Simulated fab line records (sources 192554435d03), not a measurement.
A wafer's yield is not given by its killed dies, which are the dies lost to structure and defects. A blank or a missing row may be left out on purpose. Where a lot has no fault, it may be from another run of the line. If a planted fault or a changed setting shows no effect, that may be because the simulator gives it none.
Code-filled problem report in 8D (eight disciplines) form    flow n5Finfet    the parts of the form that need people (team, actions taken, sign-off) are left out

## 1. THE PROBLEM
cathodeDcPowerW at N5_BEOL_M14_SPUTTER_44 reads a mean of 19997 W on 6 wafers of 2 lots; wafers without a fault read 15000 W with a standard deviation of 2.6. So: +99 or more standard deviations from the usual mean.
The step: material Ta, target thk 15 nm, time 24.19 s.
The first sign was on wafer L874.1 at day 21 06:43, on pvdSputter-01. Wafers with a number at this step in the record: 27, from 9 lots. Rule for "out", or "out of limits": more than 4 standard deviations from the usual mean. The rest of the wafers with a number are treated as sound.

## 2. WHAT THIS IS AND IS NOT
question                     is                      is not
which readings at this step  cathodeDcPowerW         throttleValvePct
which lots                   L873, L874              L854, L856, L858, L859, L862, L876, L877
which wafers of those lots   all that have a number  -
read on which tools          pvdSputter-01           pvdSputter-02
when                         from day 21 06:43       up to then (15 sound wafers); but 6 sound wafers of L862, L876 came after

## 3. WHAT RULES OUT EACH SUSPECT
Counting: a tool at a process step up to the reading stays a suspect if it ran every lot that is out and no sound lot after the first of them.
- rieDiel-04 at N5_BEOL_M14_ETCH_68 (etches SOC in N2/H2, time 450 s): ruled out as a lasting fault. The sound lots L862 went through it after L874, its earliest lot that is out (day 20 21:15).
- rieDiel-02 at N5_BEOL_M14_ETCH_38 (etches SiCN in CF4/N2, target depth 106.5 nm, time 120.6 s): ruled out as a lasting fault. The sound lots L876 went through it after L874, its earliest lot that is out (day 21 06:33). N5_BEOL_M14_ETCH_38: start missing for some lots; hours and lot order therefore follow N5_BEOL_M14_DEGAS_41.
- pvdSputter-01 at N5_BEOL_M14_DEGAS_41 (time 60 s): kept. It ran every lot that is out, first L874 (day 21 06:33), and no sound lot after that; its last sound lot up to then is L858 (day 14 06:38).
- pvdSputter-01 at N5_BEOL_M14_SPUTTER_44 (material Ta, target thk 15 nm, time 24.19 s): kept. It ran every lot that is out, first L874 (day 21 06:43), and no sound lot after that; its last sound lot up to then is L858 (day 14 06:47). Its own cathodeDcPowerW readings are out on those wafers.
Remaining after the count are pvdSputter-01 at N5_BEOL_M14_DEGAS_41 and pvdSputter-01 at N5_BEOL_M14_SPUTTER_44.

## 4. THE CAUSE (what the simulator had put in)
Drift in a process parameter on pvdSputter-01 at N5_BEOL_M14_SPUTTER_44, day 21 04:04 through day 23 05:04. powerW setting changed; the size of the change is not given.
2 suspects survive the count, and this tool is in that group.

## 5. THE EFFECT CHAIN, in route order
One row per reading whose mean, taken over the struck wafers that have a number, lies over 3 standard deviations from the usual. Only readings whose record carries a usual standard deviation are examined. hours: median over the lots of the time between each lot's start at the first step of this table that gives one and its start at this step. sigmas: the change, counted in usual standard deviations.
hours  step                    reading                usual    on struck wafers  change  sigmas
0      N5_BEOL_M14_SPUTTER_44  cathodeDcPowerW        15000 W  19997             +4997   +99 or more
1      N5_BEOL_M14_CMP_49      barrierFieldEndpointS  11.41 s  13.14             +1.73   +8.2
It contains these process steps:
- N5_BEOL_M14_SPUTTER_44: material Ta, target thk 15 nm, time 24.19 s.
- N5_BEOL_M14_CMP_49: polishes, stops on SiO2, t overpolish 5.2 s, target thk 560 nm.

## 6. HOW IT WOULD HAVE BEEN CAUGHT EARLIER
3 hours passed between the start of the fault at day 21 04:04 and the first reading out of limits in this record, taken at day 21 06:43.
